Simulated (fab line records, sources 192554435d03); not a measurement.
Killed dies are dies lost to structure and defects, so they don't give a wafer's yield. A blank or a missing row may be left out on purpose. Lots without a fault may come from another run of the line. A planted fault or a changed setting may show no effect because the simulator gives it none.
fab line records | flow n5_finfet
record lots=8 wafers=24 last_day=20
route steps=1938 shown BEOL_M6@1231
lots that met no fault: from a run of the same line without faults
start_h: hours from the record's first day to the start of the lot's first wafer shown | wait_h: hours since the lot's step before | " the same as in the row above | L1.1+2: a row that stands for several wafers | - no value, or no start given | * or withheld: withheld | < > ~ a bound
route shown NAME@n: a module of which the file shows steps, and the number in the route of the first | usual: mean/standard deviation of fault-free wafers | same: alike in all rows | chamber/n: place in a boat | sites: the reading at each site | _std_site: their standard deviation | _edge_site: outer sites' mean less inner sites' | radius_mm: how far each site lies from the wafer's centre | mask NAME#n: copy n | behind: the tool/chamber that last shaped the wafer | hold: why the lot was held/for how many hours/how that ended | device: the transistor (n, p or np) that didn't switch | end of line: the same wafers' tests at the end of the route | a step without rows: its recipe alone | killed: dies lost to structure and defects at the first sort, not the wafer's yield | map: a wafer's dies, x killed, . not, _ none there
set.NAME: the setting as run; set.NAME@STEP: as run at that earlier step | model.NAME: the simulator's own value behind a step, which no gauge read
steps of the route over a sample of lots; a table a step, a row a wafer
services: from which hour (start_h, from the record's first day; less than 0 if before it) a tool's chamber was out of use, for how many hours, and why
## steps
# step N5_BEOL_M6_ETCH_72
# recipe chemistry=N2/H2 target=underlayer target_depth_a=65 mask_material=CAR-EUV time_s=5.2 ion_energy_ev=200 pressure_mtorr=30 source_w=840 bias_w=150 n2_flow_sccm=200 h2_flow_sccm=200 ends=cleared
# usual drypump_motor_current_A=5.8/0.43 etch_rf_on_time_s=5.19/0.072 oes_product_au=0.65/0.079 rf_fwd_power_W=819.2/2.7 rf_vpp_V=523.8/1.9 showerhead_plenum_p_Torr=2.54/0.054 throttle_valve_pct=17.82/0.23
# columns lot.wafer tool chamber start_h wait_h drypump_motor_current_A etch_rf_on_time_s oes_product_au rf_fwd_power_W rf_hours_counter_h rf_vpp_V showerhead_plenum_p_Torr throttle_valve_pct
L888.3 rie_diel-04 3 227.82 0.0 5.3 5.28 0.56 818.7 235 525.7 2.61 18.07
L888.4 " 1 " " 5.3 5.23 0.59 817.1 227 524.0 2.62 17.86
L888.5 " 1 " " 5.4 5.22 0.58 816.6 - 526.6 2.62 17.88
L895.1 rie_diel-02 3 290.84 0.0 5.8 5.09 0.81 816.5 9 528.8 2.61 17.72
L895.3 " 0 " " 6.2 5.19 0.68 816.7 107 523.4 2.55 17.78
L895.4 " 1 " " 5.7 5.11 0.60 815.9 221 523.1 2.52 18.05
L902.3 rie_diel-02 0 329.34 0.0 6.2 5.32 0.67 821.3 122 525.6 2.55 17.82
L902.5 " 2 " " 4.9 5.31 0.59 817.8 - 523.4 2.51 18.25
L902.6 " 3 " " 5.8 5.16 0.78 821.8 - 524.7 2.60 17.74
L901.3 rie_diel-02 2 334.32 0.0 4.9 5.27 0.59 816.8 225 520.9 2.51 18.26
L901.4 " 0 " " 6.3 5.32 0.65 814.1 124 525.7 2.55 17.84
L901.6 " 1 " " 5.7 5.20 0.59 823.0 - 523.5 2.51 18.07
L905.1 rie_diel-04 1 341.98 0.0 5.3 5.20 0.79 816.8 10 524.5 2.61 17.46
L905.3 " 3 " " 5.3 5.17 0.78 821.0 19 522.5 2.60 17.75
L905.4 " 2 " " 6.3 5.19 0.60 817.7 243 522.9 2.50 17.95
L911.1 rie_diel-04 1 369.74 0.0 5.3 5.25 0.76 821.0 20 526.5 2.60 17.48
L911.2 " 3 " " 5.4 5.03 0.76 822.4 30 525.2 2.59 17.76
L911.6 " 1 " " 5.3 5.21 0.77 820.5 - 526.0 2.60 17.50
L910.1 rie_diel-04 0 373.58 0.0 6.0 5.06 0.73 822.3 40 522.0 2.49 17.51
L910.3 " 3 " " 5.4 5.09 0.78 820.1 32 526.8 2.59 17.75
L910.6 " 0 " " 6.0 5.09 0.73 817.4 - 520.1 2.49 17.52
L909.1 rie_diel-05 3 391.52 0.0 5.5 5.36 0.58 819.9 247 523.4 2.61 17.92
L909.4 " 1 " " 6.3 5.19 0.66 820.4 115 521.5 2.45 17.56
L909.6 " 1 " " 6.3 5.18 0.66 817.3 - 520.7 2.45 17.56
# step N5_BEOL_M6_ETCH_65
# recipe chemistry=CF4 target=SiARC target_depth_a=156 mask_material=CAR-EUV time_s=26 ion_energy_ev=80 pressure_mtorr=40 source_w=545 bias_w=36 Ar_flow_sccm=100 cf4_flow_sccm=100 ends=cleared
# usual drypump_motor_current_A=5.7/0.43 etch_rf_on_time_s=26.0/0.36 oes_product_au=0.65/0.079 rf_fwd_power_W=531.7/1.9 rf_vpp_V=184.0/0.98 showerhead_plenum_p_Torr=2.14/0.041 throttle_valve_pct=15.59/0.23
# columns lot.wafer tool chamber start_h wait_h drypump_motor_current_A etch_rf_on_time_s oes_product_au rf_fwd_power_W rf_hours_counter_h rf_vpp_V showerhead_plenum_p_Torr throttle_valve_pct
L888.3 rie_diel-04 3 227.83 0.0 5.3 26.1 0.57 529.4 235 186.1 2.21 15.87
L888.4 " 1 " " 5.4 26.3 0.59 528.5 227 184.4 2.20 15.65
L888.5 " 1 " " 5.4 26.3 0.58 528.2 - 184.8 2.20 15.63
L895.1 rie_diel-02 3 290.86 0.0 5.8 25.7 0.81 529.7 9 184.2 2.18 15.36
L895.3 " 0 " " 6.2 26.3 0.68 532.9 107 183.9 2.15 15.57
L895.4 " 1 " " 5.7 25.7 0.61 535.0 221 183.6 2.12 15.84
L902.3 rie_diel-02 0 329.35 0.0 6.2 26.5 0.67 533.0 122 184.8 2.15 15.60
L902.5 " 2 " " 4.9 26.1 0.59 531.1 - 183.2 2.12 15.96
L902.6 " 3 " " 5.7 25.8 0.78 528.9 - 183.2 2.18 15.39
L901.3 rie_diel-02 2 334.34 0.0 4.9 26.2 0.59 533.4 225 183.8 2.12 15.97
L901.4 " 0 " " 6.2 26.4 0.67 531.1 124 183.5 2.15 15.62
L901.6 " 1 " " 5.6 25.8 0.59 532.2 - 185.4 2.12 15.87
L905.1 rie_diel-04 1 341.99 0.0 5.3 26.3 0.79 530.7 10 184.8 2.19 15.21
L905.3 " 3 " " 5.3 25.6 0.78 530.8 19 185.5 2.19 15.45
L905.4 " 2 " " 6.2 25.9 0.60 533.8 243 184.7 2.11 15.75
L911.1 rie_diel-04 1 369.75 0.0 5.3 26.0 0.76 532.7 20 185.3 2.18 15.22
L911.2 " 3 " " 5.3 25.3 0.77 534.1 30 183.9 2.19 15.48
L911.6 " 1 " " 5.3 26.0 0.77 534.6 - 185.2 2.18 15.24
L910.1 rie_diel-04 0 373.59 0.0 6.0 25.6 0.73 535.6 40 182.4 2.09 15.20
L910.3 " 3 " " 5.3 25.6 0.76 527.2 32 184.7 2.19 15.48
L910.6 " 0 " " 6.0 25.3 0.73 534.2 - 182.6 2.09 15.22
L909.1 rie_diel-05 3 391.54 0.0 5.5 26.5 0.58 531.8 247 185.5 2.19 15.75
L909.4 " 1 " " 6.3 26.0 0.66 531.1 115 182.7 2.07 15.47
L909.6 " 1 " " 6.3 26.0 0.66 531.1 - 184.7 2.07 15.45
# step N5_BEOL_M6_STRIP_36
# recipe chemistry=N2/H2 power_w=450 temp_c=40 pressure_mtorr=20 rf_frequency_hz=6e+07 overash_fraction=0.3 bias_power_w=7 h2_frac=0.5 n2_flow_sccm=200 h2_flow_sccm=200
# usual bias_power_w=7.001/0.021 drypump_motor_current_A=5.8/0.43 oes_product_au=0.77/0.094 rf_vpp_V=59.3/1.6 showerhead_plenum_p_Torr=2.54/0.054 temp_c=39.99/0.12 throttle_valve_pct=23.57/0.24
# columns lot.wafer tool chamber start_h wait_h bias_power_w drypump_motor_current_A oes_product_au rf_hours_counter_h rf_vpp_V showerhead_plenum_p_Torr temp_c throttle_valve_pct
L888.3 rie_diel-04 3 228.02 0.0 7.015 5.3 0.67 235 59.4 2.61 39.75 23.89
L888.4 " 1 " " 6.985 5.3 0.68 227 60.7 2.62 39.93 23.61
L888.5 " 1 " " 7.008 5.4 0.70 - 60.5 2.62 39.95 23.60
L895.1 rie_diel-02 3 291.04 0.0 7.022 5.8 0.96 9 59.6 2.60 39.93 23.58
L895.3 " 0 " " 6.989 6.2 0.79 107 60.8 2.55 39.99 23.59
L895.4 " 1 " " 6.981 5.7 0.70 222 59.9 2.52 40.10 23.82
L902.3 rie_diel-02 0 329.53 0.0 6.934 6.2 0.78 122 60.2 2.54 39.97 23.59
L902.5 " 2 " " 7.006 4.9 0.69 - 58.5 2.51 40.05 24.09
L902.6 " 3 " " 6.978 5.9 0.91 - 60.5 2.59 40.01 23.63
L901.3 rie_diel-02 2 334.52 0.0 7.003 4.9 0.69 225 58.7 2.51 40.18 24.10
L901.4 " 0 " " 6.998 6.2 0.77 124 59.0 2.54 40.17 23.61
L901.6 " 1 " " 7.006 5.7 0.69 - 61.6 2.51 40.20 23.83
L905.1 rie_diel-04 1 342.17 0.0 7.004 5.3 0.93 10 56.4 2.60 39.72 23.30
L905.3 " 3 " " 7.013 5.3 0.92 19 63.0 2.59 40.01 23.65
L905.4 " 2 " " 7.014 6.2 0.68 243 59.5 2.50 40.07 23.58
L911.1 rie_diel-04 1 369.93 0.0 7.005 5.3 0.91 20 61.0 2.60 40.08 23.28
L911.2 " 3 " " 7.012 5.3 0.89 30 57.8 2.59 40.07 23.66
L911.6 " 1 " " 7.008 5.4 0.90 - 57.1 2.60 39.93 23.31
L910.1 rie_diel-04 0 373.77 0.0 6.997 6.0 0.85 40 59.3 2.48 39.99 23.39
L910.3 " 3 " " 6.942 5.3 0.89 32 58.6 2.58 39.92 23.67
L910.6 " 0 " " 6.982 6.0 0.86 - 57.6 2.48 39.92 23.39
L909.1 rie_diel-05 3 391.72 0.0 7.001 5.5 0.68 248 58.7 2.61 40.10 23.59
L909.4 " 1 " " 6.992 6.3 0.76 115 60.9 2.45 39.89 23.20
L909.6 " 1 " " 6.986 6.3 0.78 - 58.0 2.45 39.94 23.20
# step N5_BEOL_M6_TRENCH_ETCH_37
# recipe chemistry=C4F6/O2 target_depth_a=944.35 target=SiCOH_lowk time_s=31.5 ion_energy_ev=250 pressure_mtorr=30 source_w=345 bias_w=185 Ar_flow_sccm=300 C4F6_flow_sccm=10 O2_flow_sccm=10
# usual drypump_motor_current_A=5.8/0.43 oes_product_au=0.77/0.093 rf_fwd_power_W=340.0/1.6 rf_vpp_V=667/4.9 showerhead_plenum_p_Torr=2.85/0.056 throttle_valve_pct=20.89/0.21
# columns lot.wafer tool chamber start_h wait_h drypump_motor_current_A oes_product_au rf_fwd_power_W rf_hours_counter_h rf_vpp_V showerhead_plenum_p_Torr throttle_valve_pct
L888.3 rie_diel-04 3 228.06 - 5.3 0.66 340.4 235 654 2.93 21.15
L888.4 " 1 " " 5.4 0.68 340.2 227 672 2.93 20.91
L888.5 " 1 " " 5.4 0.69 340.2 - 672 2.93 20.91
L895.1 rie_diel-02 3 291.08 - 5.8 0.95 340.4 9 670 2.90 20.72
L895.3 " 0 " " 6.2 0.79 338.5 107 671 2.86 20.87
L895.4 " 1 " " 5.7 0.69 339.6 222 673 2.83 21.14
L902.3 rie_diel-02 0 329.57 - 6.2 0.75 276.4 122 744 2.85 20.89
L902.5 " 2 " " 4.9 0.66 279.5 - 744 2.82 21.22
L902.6 " 3 " " 5.8 0.87 277.7 - 740 2.90 20.74
L901.3 rie_diel-02 2 334.56 - 4.9 0.67 278.6 225 744 2.82 21.22
L901.4 " 0 " " 6.2 0.75 276.8 124 743 2.85 20.88
L901.6 " 1 " " 5.7 0.66 277.0 - 745 2.82 21.17
L905.1 rie_diel-04 1 342.21 - 5.3 0.91 342.3 10 673 2.91 20.57
L905.3 " 3 " " 5.3 0.91 340.2 19 655 2.92 20.84
L905.4 " 2 " " 6.2 0.69 342.3 243 666 2.80 20.97
L911.1 rie_diel-04 1 369.97 - 5.4 0.90 341.4 20 671 2.91 20.59
L911.2 " 3 " " 5.4 0.89 339.2 30 654 2.91 20.86
L911.6 " 1 " " 5.3 0.90 341.5 - 672 2.91 20.60
L910.1 rie_diel-04 0 373.81 - 6.0 0.86 340.9 40 666 2.78 20.54
L910.3 " 3 " " 5.3 0.89 340.3 32 654 2.91 20.86
L910.6 " 0 " " 6.0 0.86 341.9 - 664 2.78 20.54
L909.1 rie_diel-05 3 391.76 - 5.5 0.68 339.4 248 666 2.92 20.97
L909.4 " 1 " " 6.3 0.77 339.8 115 670 2.75 20.71
L909.6 " 1 " " 6.3 0.77 339.3 - 669 2.75 20.69
# step N5_BEOL_M6_OCD_MEAS_38
# usual trench_depth_nm=94.3/1.2
# columns lot.wafer tool chamber start_h wait_h trench_depth_nm
L888.3 ocd-02 - 228.21 - 92.4
L888.4 " - " " 92.5
L888.5 " - " " 92.9
L895.1 ocd-01 - 291.23 - 95.0
L895.3 " - " " 92.9
L895.4 " - " " 92.4
L902.3 ocd-01 - 329.73 - 87.0
L902.5 " - " " 86.5
L902.6 " - " " 87.9
L901.3 ocd-02 - 334.71 - 88.7
L901.4 " - " " 86.8
L901.6 " - " " 87.9
L905.1 ocd-01 - 342.37 - 92.9
L905.3 " - " " 94.0
L905.4 " - " " 92.0
L911.1 ocd-01 - 370.13 - 94.0
L911.2 " - " " 95.4
L911.6 " - " " 94.4
L910.1 ocd-02 - 373.97 - 96.6
L910.3 " - " " 95.5
L910.6 " - " " 95.9
L909.1 ocd-02 - 391.91 - 92.7
L909.4 " - " " 93.9
L909.6 " - " " 94.2
# step N5_BEOL_M6_THK_MEAS_53
# recipe thk_meas_gauge=xrf reads=Cu_of_BEOL_M6_ECD_50
# usual M6_THK=80.3/1.7
# columns lot.wafer tool chamber start_h wait_h M6_THK[nm]
L888.3 film_metro-01 - 231.10 - 78.6
L888.4 " - " " 78.6
L888.5 " - " " 79.0
L895.1 film_metro-02 - 293.90 - 81.9
L895.3 " - " " 77.8
L895.4 " - " " 77.9
L902.3 film_metro-02 - 332.16 - 74.7
L902.5 " - " " 72.8
L902.6 " - " " 74.5
L901.3 film_metro-02 - 336.98 - 73.9
L901.4 " - " " 73.5
L901.6 " - " " 75.2
L905.1 film_metro-01 - 345.13 - 80.5
L905.3 " - " " 81.7
L905.4 " - " " 79.7
L911.1 film_metro-02 - 372.72 - 80.0
L911.2 " - " " 79.2
L911.6 " - " " 79.4
L910.1 film_metro-02 - 377.93 - 81.3
L910.3 " - " " 82.8
L910.6 " - " " 82.4
L909.1 film_metro-01 - 397.11 - 80.0
L909.4 " - " " 81.7
L909.6 " - " " 83.5
# step N5_BEOL_M6_RS_MEAS_57
# recipe thk_meas_gauge=four-point-probe reads=Cu_of_BEOL_M6_ECD_50+Co_of_BEOL_M6_CVD_78+TaN_of_BEOL_M6_ALD_77
# usual M6_RS=0.287/0.0071
# columns lot.wafer tool chamber start_h wait_h M6_RS[ohm/sq]
L888.3 film_metro-02 - 231.26 0.1 0.296
L888.4 " - " " 0.295
L888.5 " - " " 0.294
L895.1 film_metro-01 - 294.03 0.1 0.279
L895.3 " - " " 0.295
L895.4 " - " " 0.296
L902.3 film_metro-01 - 332.32 0.1 0.313
L902.5 " - " " 0.320
L902.6 " - " " 0.313
L901.3 film_metro-02 - 337.11 0.1 0.314
L901.4 " - " " 0.318
L901.6 " - " " 0.308
L905.1 film_metro-02 - 345.26 0.1 0.292
L905.3 " - " " 0.286
L905.4 " - " " 0.295
L911.1 film_metro-01 - 372.85 0.1 0.285
L911.2 " - " " 0.287
L911.6 " - " " 0.288
L910.1 film_metro-01 - 378.06 0.1 0.281
L910.3 " - " " 0.275
L910.6 " - " " 0.276
L909.1 film_metro-02 - 397.25 0.1 0.291
L909.4 " - " " 0.283
L909.6 " - " " 0.278
## services
# columns tool chamber start_h hours kind
rie_diel-05 1 217.15 4.6 repair
rie_diel-02 1 217.15 5.2 repair
rie_diel-04 3 230.56 7.6 repair
rie_diel-04 0 244.50 - clean
rie_diel-04 0 244.50 - consumable_replace:focus_ring
rie_diel-04 0 244.50 19.1 scheduled_down
rie_diel-04 0 244.50 19.1 vent_cycle
rie_diel-04 2 263.68 2.8 repair
rie_diel-04 3 271.32 - clean
rie_diel-04 3 271.32 - consumable_replace:focus_ring
rie_diel-04 3 271.32 13.8 scheduled_down
rie_diel-04 3 271.32 13.8 vent_cycle
rie_diel-04 - 278.67 4.3 pm
rie_diel-04 1 290.93 - clean
rie_diel-04 1 290.93 - consumable_replace:focus_ring
rie_diel-04 1 290.93 23.5 scheduled_down
rie_diel-04 1 290.93 23.5 vent_cycle
rie_diel-05 1 302.74 4.3 repair
rie_diel-02 2 303.28 3.9 repair
rie_diel-04 2 360.94 - clean
rie_diel-04 2 360.94 - consumable_replace:focus_ring
rie_diel-04 2 360.94 16.2 scheduled_down
rie_diel-02 2 364.20 19.8 repair
rie_diel-02 1 387.70 4.1 repair
## key
first_sign step=N5_BEOL_M6_TRENCH_ETCH_37 reading=rf_fwd_power_W direction=down sigmas=40 usual=* struck=*
effect step=N5_BEOL_M6_TRENCH_ETCH_37 reading=rf_vpp_V direction=up sigmas=16 usual=667 struck=743
effect step=N5_BEOL_M6_OCD_MEAS_38 reading=trench_depth_nm direction=down sigmas=5.5 usual=94.3 struck=87.5
effect step=N5_BEOL_M6_THK_MEAS_53 reading=M6_THK direction=down sigmas=3.6 usual=80.3 struck=74.1
effect step=N5_BEOL_M6_RS_MEAS_57 reading=M6_RS direction=up sigmas=3.9 usual=0.287 struck=0.314
met_at N5_BEOL_M6_TRENCH_ETCH_37
struck_lots L901,L902
not_acting_at N5_BEOL_M6_ETCH_72,N5_BEOL_M6_ETCH_65,N5_BEOL_M6_STRIP_36
onset_between 291.08 329.57
fault kind=process_parameter_drift tool=rie_diel-02 chamber=- onset_h=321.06 steps=N5_BEOL_M6_TRENCH_ETCH_37 channel=source_w offset=-62.1 shape=step end_h=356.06 acts_in=these_recipes_only stated=345
